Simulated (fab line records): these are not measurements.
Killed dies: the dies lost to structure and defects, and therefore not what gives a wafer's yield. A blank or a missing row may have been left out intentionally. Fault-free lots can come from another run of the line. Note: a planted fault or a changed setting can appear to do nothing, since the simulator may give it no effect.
Split-lot study | flow n5 finfet | route with 1938 steps; 7 lots, 21 wafers read

SPLIT DETAILS
At N5_BEOL_M11_PECVD_70 (deposits SiO2 from TEOS/O2, target thk 20 nm, time 22.7 s), the setting time s was moved away from the recipe's 22.7 s on 10 of the 21 wafers read, by -6.7% to +13.1%. For the rest of the wafers, this setting stayed at what the recipe calls for.

Reading taken at the split's own step.

THE READING
SiO2_of_BEOL_M11_PECVD_70.thk nm (the simulator's own value, which no gauge read), in nm, at N5_BEOL_M11_PECVD_70 (deposits SiO2 from TEOS/O2, target thk 20 nm, time 22.7 s). The file does not state a usual value for it. Average 19.8 nm, standard deviation 0.25 nm, over the 11 wafers here run with the recipe.

wafer  | tool, chamber at the split | time s as run, s | against the recipe | SiO2_of_BEOL_M11_PECVD_70.thk nm, nm | against lot-mates on the recipe
L076.1 | pecvd-04, 1                | 22.7             | recipe             | 19.8                                 | -
L076.4 | pecvd-04, 1                | 24.37            | +7.4%              | 21.2                                 | +1.4
L076.5 | pecvd-04, 0                | 24.37            | +7.4%              | 21.6                                 | +1.8
L077.1 | pecvd-01, 1                | 21.19            | -6.7%              | 18.4                                 | -1.6
L077.2 | pecvd-01, 0                | 22.7             | recipe             | 20                                   | -
L077.4 | pecvd-01, 1                | 21.19            | -6.7%              | 19                                   | -1.0
L079.3 | pecvd-04, 2,1              | 24.33            | +7.2%              | 21                                   | no lot-mate on the recipe
L079.5 | pecvd-04, 2,1              | 24.33            | +7.2%              | 21                                   | no lot-mate on the recipe
L079.4 | pecvd-04, 2                | 24.33            | +7.2%              | 21.4                                 | no lot-mate on the recipe
L089.2 | pecvd-03, 1                | 22.7             | recipe             | 20.2                                 | -
L089.3 | pecvd-03, 2                | 24.33            | +7.2%              | 21.4                                 | +1.2
L089.6 | pecvd-03, 2                | 24.33            | +7.2%              | 21.4                                 | +1.2
L091.3 | pecvd-01, 1                | 22.7             | recipe             | 19.4                                 | -
L091.5 | pecvd-01, 1                | 22.7             | recipe             | 19.8                                 | -
L091.6 | pecvd-01, 2                | 22.7             | recipe             | 20                                   | -
L090.1 | pecvd-01, 0                | 22.7             | recipe             | 20                                   | -
L090.4 | pecvd-01, 0                | 22.7             | recipe             | 20.2                                 | -
L090.5 | pecvd-01, 2                | 25.68            | +13.1%             | 22.6                                 | +2.5
L093.1 | pecvd-04, 1,0,2            | 22.7             | recipe             | 19.6                                 | -
L093.2 | pecvd-04, 1,0,2            | 22.7             | recipe             | 19.6                                 | -
L093.3 | pecvd-04, 1,0,2            | 22.7             | recipe             | 19.6                                 | -
Where a row lists several chambers, the file gives one row for several wafers and doesn't say which wafer went through which chamber.

FIT RESULTS
A straight line over all 21 wafers: SiO2_of_BEOL_M11_PECVD_70.thk nm changes by +0.196 nm for each +1% of time s; r = +0.97; the points scatter about the line by 0.26 nm.
The same after taking each lot's own level away (the mean of its wafers on the recipe; 18 wafers): +0.193 nm for each +1%; r = +0.98; scatter 0.19 nm.
The reading moves by 2.5 nm for the largest change in time s, on that fit.
The lots' own levels span 19.60 to 20.20 nm, that is 2.4 times the standard deviation above.
So the lot-to-lot level changes the slope little: the two slopes agree.
Check: +2.54 nm against its lot-mates is what the line predicts for one of the wafers moved furthest among these (+13.1%) when that wafer is left out of the fit. It came out at +2.5 nm against them.

OTHER SPLITS APPLIED TO THESE WAFERS
Before the reading, these wafers also passed through other splits. Each is held against what the fit with the lots' levels taken away leaves over:
other split on the same wafers | wafers away from the commonest value | r with SiO2_of_BEOL_M11_PECVD_70.thk nm (lot level and that fit taken away)
N5_BEOL_M8_DESCUM_16 time s    | 6                                    | +0.05
N5_BEOL_M9_ILD_DEP_00 time s   | 8                                    | +0.11
N5_BEOL_M10_ILD_DEP_00 time s  | 11                                   | -0.35

FILE'S OWN FIT
SiO2_of_BEOL_M11_PECVD_70.thk nm changes by +0.192 nm for each +1% of time s, r = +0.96.
